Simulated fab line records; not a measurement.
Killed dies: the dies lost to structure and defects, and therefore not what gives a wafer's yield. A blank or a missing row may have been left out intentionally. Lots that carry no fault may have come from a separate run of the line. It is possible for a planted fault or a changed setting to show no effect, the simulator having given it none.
A struck lot beside a sound one :: flow n5_finfet :: 39 out of 1938 route steps
Sound: wafers L624.4, L624.5, L624.6. The struck wafers were L623.1, L623.3. The cause is given at the end.
Per side, at each step with rows, come the tool, then ch with its chambers, and then its first start. Under that, the readings that differ: sound wafers :: struck wafers :: difference of the means :: sigmas: that difference in standard deviations of wafers without a fault.
alike: a reading whose means differ by less than 2 such deviations, as well as words and numbers matching on both sides. not compared: withheld readings; readings where some wafer has no value; bounds like >300 that might hide an equal value; numbers whose values overlap and for which the record gives no deviation.
Wherever a step has rows on one side only, a row that says differs or no value, or a row with sigmas, the two part there. Numbers that don't overlap but have no deviation are shown without sigmas and don't part them. A reading missing from all wafers of one side parts the sides only when that side holds two or more wafers.

first, 9 steps without rows for these wafers: N5_MOL_CONTACT_COAG_PRE_CLEAN_121; N5_MOL_CONTACT_COAG_CVD_140 (deposits W, target thk 66.5 nm, time 215 s); N5_MOL_CONTACT_COAG_PRECLEAN_127 (cleans in DIW, time 57.5 s); N5_MOL_CONTACT_COAG_SRD_128 (dry time 32 s); N5_MOL_CONTACT_COAG_CMP_52 (polishes, stops on SiO2, t overpolish 1.5 s, target thk 66.5 nm); N5_MOL_CONTACT_COAG_ANNEAL_112 (time 1800 s); N5_BEOL_M0_SAQP_PECVD_00 (deposits SiCN from 3MS/NH3, target thk 8 nm, time 14 s); N5_BEOL_M0_SAQP_ILD_DEP_01 (deposits SiOC from DEMS/O2, target thk 45.419 nm, time 8.7 s); N5_BEOL_M0_SAQP_HM_DEP_02 (deposits TiN, target thk 12 nm).
N5_BEOL_M0_SAQP_PECVD_03: deposits SiCN from 3MS/NH3, target thk 12 nm, time 21.1 s.
  sound on pecvd-04 ch 0,1,2, day 9 20:58; struck on pecvd-02 ch 0,1, day 9 13:41
reading: run_length_s (s)
sound: 51.2 50.2 51.1
struck: 58.1 58.1
difference: +7.3
sigmas: +13

reading: model.SiCN_of_BEOL_M0_SAQP_PECVD_03.thk_nm (nm)
sound: 12.2 12.2 12.4
struck: 16 16.2
difference: +4
sigmas: 
  alike: showerhead_plenum_p_Torr, throttle_valve_pct
then, 25 steps without rows for these wafers: N5_BEOL_M0_SAQP_PECVD_96 (deposits a-Si from SiH4/He, target thk 45 nm, time 45.2 s); N5_BEOL_M0_SAQP_PECVD_97 (deposits SiNx from SiH4/NH3/N2, target thk 23 nm, time 19.9 s); N5_BEOL_M0_SAQP_PECVD_04 (deposits a-Si from SiH4/He, target thk 60 nm, time 60.2 s); N5_BEOL_M0_SAQP_HM_DEP_111 (deposits SiO2 from SiH4/N2O, target thk 12 nm, time 7.2 s); N5_BEOL_M0_SAQP_COAT_81 (time 60 s, resist thk 100 nm); N5_BEOL_M0_SAQP_COAT_82 (time 60 s, resist thk 30 nm); N5_BEOL_M0_SAQP_COAT_08 (resist thk 90 nm); N5_BEOL_M0_SAQP_EBR_10; N5_BEOL_M0_SAQP_SOFTBAKE_09 (time 60 s); N5_BEOL_M0_SAQP_EXPOSE_11 (exposes mask M0 CORE, target cd 42 nm); N5_BEOL_M0_SAQP_PEB_12 (peb time 60 s); N5_BEOL_M0_SAQP_DEVELOP_13 (develop time 30 s); N5_BEOL_M0_SAQP_DESCUM_19 (chemistry O2, time 7.9 s); N5_BEOL_M0_SAQP_ETCH_83 (etches SiARC in CF4, target depth 39 nm, time 65 s); N5_BEOL_M0_SAQP_ETCH_84 (etches SOC in N2/H2, target depth 100 nm, overetch 20 nm, time 150 s); N5_BEOL_M0_SAQP_STRIP_80 (strips in N2/H2); N5_BEOL_M0_SAQP_HM_OPEN_112 (chemistry CHF3/O2, target SiO2, stops on a-Si, target depth 12 nm, time 13.5 s); N5_BEOL_M0_SAQP_STRIP_113 (strips in CHF3/O2); N5_BEOL_M0_SAQP_MANDREL_ETCH_20 (etches a-Si in HBr/Cl2, stops on SiNx, target depth 60 nm, bt time 10 s, time 30 s); N5_BEOL_M0_SAQP_STRIP_86 (strips in N2/H2); N5_BEOL_M0_SAQP_STRIP_115 (strips in post etch residue remover, time 60 s); N5_BEOL_M0_SAQP_SRD_93 (time 30 s); N5_BEOL_M0_SAQP_RECESS_114 (chemistry HF/NH3, target SiO2, target depth 14.4 nm, afs cycles 3, sublimation time 60 s); N5_BEOL_M0_SAQP_SPACER1_ALD_98 (deposits SiO2, target thk 12.8 nm, pulse time 1 s, purge time 2 s); N5_BEOL_M0_SAQP_SPACER1_ETCHBACK_99 (etches SiO2 in CHF3/O2, target depth 15.4 nm, time 7.7 s).
N5_BEOL_M0_SAQP_RECESS_109: chemistry HF/NH3, target SiO2, target depth 3 nm, afs cycles 1, sublimation time 60 s.
  sound on vapor_etch-01 ch 0,1, day 10 00:23; struck on vapor_etch-02 ch 1, day 9 17:42
reading: model.SiCN_of_BEOL_M0_SAQP_PECVD_03.thk_nm (nm)
sound: 8.8 8.8 8.8
struck: 12.6 12.6
difference: +3.8
sigmas: 
  alike: drypump_motor_current_A
N5_BEOL_M0_ETCH_138: etches SiCN in CH3F/O2, target depth 12 nm, time 31.6 s.
  sound on rie_diel-03 ch 0,2,3, day 10 03:22; struck on rie_diel-04 ch 0,3, day 9 21:01
reading: etch_rf_on_time_s (s)
sound: 29.4 29.7 30.1
struck: 32.0 31.5
difference: +2.0
sigmas: +2

reading: rf_hours_counter_h (h)
sound: - - -
struck: 229 187
difference: no value on the sound wafers
sigmas: 

reading: model.etch.depth_nm (nm)
sound: 8.701 8.719 8.868
struck: 9.231 9.231
difference: +0.468
sigmas: 
  alike: drypump_motor_current_A, mfc_ar_sccm, oes_product_au, rf_vpp_V, showerhead_plenum_p_Torr, throttle_valve_pct
N5_BEOL_M0_ETCH_128: etches SiCN in CF4/N2, target depth 12 nm, overetch 5.1 nm, time 21.4 s.
  sound on rie_diel-03 ch 0,2,3, day 10 04:09; struck on rie_diel-01 ch 0,3, day 9 22:07
reading: rf_hours_counter_h (h)
sound: - - -
struck: 45 216
difference: no value on the sound wafers
sigmas: 

reading: model.etch.depth_nm (nm)
sound: 8.701 8.719 8.868
struck: 12.51 12.68
difference: +3.83
sigmas: 
  alike: drypump_motor_current_A, mfc_ar_sccm, oes_product_au, rf_vpp_V, showerhead_plenum_p_Torr, throttle_valve_pct
-- a jump in the record: the struck wafers' starts before and after are 3 days apart (it breaks off in module BEOL_M0 and resumes in module BEOL_M4, where the first step shown is number 1111 of the route) --
N5_BEOL_M4_RC_MEAS_101:
  sound on prober-01 ch 0, day 14 02:00; struck on prober-02 ch 0, day 13 04:35
  alike: DIBL_N, DIBL_P, IOFF_N, IOFF_P, ION_N, ION_P, SS_N, SS_P, VT_N, VT_P

== WHERE THEY PART ==
Earliest at N5_BEOL_M0_SAQP_PECVD_03; latest, in this record, at N5_BEOL_M0_ETCH_128. Later steps at which nothing parts them and some readings are alike: N5_BEOL_M4_RC_MEAS_101.

WHY: whatever the simulator had introduced
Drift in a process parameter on pecvd-02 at N5_BEOL_M0_SAQP_PECVD_03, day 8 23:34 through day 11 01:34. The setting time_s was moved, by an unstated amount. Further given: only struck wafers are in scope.
